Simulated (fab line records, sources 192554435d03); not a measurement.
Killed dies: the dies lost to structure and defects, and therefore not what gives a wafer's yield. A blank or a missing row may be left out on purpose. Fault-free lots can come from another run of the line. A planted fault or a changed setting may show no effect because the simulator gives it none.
Chamber matching	flow n5-finfet	4 sister chambers for N5_BEOL_M11_STRIP_19 on rie-diel-03
The step strips in O2. 16 wafers are shown with their chamber, then 8 later ones without.

## WAFERS WITH THEIR CHAMBER
wafer	chamber	showerhead-plenum-p-Torr (Torr)	throttle-valve-pct (%)	oes-product-au (a.u.)
L075.2	2	1.99	16.40	0.73
L075.4	1	2.03	16.39	0.87
L075.6	0	2.09	16.62	0.75
L079.1	0	2.09	16.61	0.74
L079.2	3	2.20	16.65	0.79
L079.6	3	2.20	16.66	0.80
L081.3	1	2.03	16.43	0.84
L081.4	3	2.19	16.68	0.79
L081.5	1	2.03	16.42	0.83
L082.2	1	2.03	16.42	0.83
L082.3	3	2.19	16.68	0.79
L082.5	0	2.08	16.64	0.73
L087.3	0	2.08	16.66	0.72
L087.5	0	2.08	16.66	0.73
L087.6	1	2.02	16.45	0.82
L092.2	3	2.19	16.71	0.77

SIGNATURES (means of the wafers above)
reading	chamber 0	chamber 1	chamber 2	chamber 3	scatter within a chamber
showerhead-plenum-p-Torr	2.0840	2.0280	1.9900	2.1940	0.00516
throttle-valve-pct	16.6380	16.4220	16.4000	16.6760	0.0225
oes-product-au	0.7340	0.8380	0.7300	0.7880	0.0144
Rule: a wafer's distance from a chamber is the root of the sum, over the readings, of the square of ((its reading less the chamber's mean) divided by the reading's scatter). The wafer belongs to the nearest chamber; if the next one is less than 2 further off, it can't be placed. How the scatter is found: for the shown wafers, subtract from each reading the mean of its chamber, square and add these, divide the total by (wafers less chambers), then take the root.

## WAFERS WITH NO CHAMBER GIVEN
wafer	showerhead-plenum-p-Torr (Torr)	throttle-valve-pct (%)	oes-product-au (a.u.)
L092.5	2.08	16.67	0.71
L092.6	2.19	16.72	0.78
L094.1	2.02	16.47	0.81
L094.5	2.08	16.68	0.72
L094.6	2.02	16.46	0.81
L097.1	2.02	16.49	0.80
L097.2	1.97	16.48	0.70
L097.3	2.07	16.71	0.70

## EACH ONE'S CHAMBER
wafer	from the rows above	in truth
L092.5	0	0
L092.6	3	3
L094.1	1	1
L094.5	0	0
L094.6	1	1
L097.1	1	1
L097.2	2	2
L097.3	0	0
Correct placement for 8 of the 8. Not placeable from these rows: 0. Placed wrongly: 0.
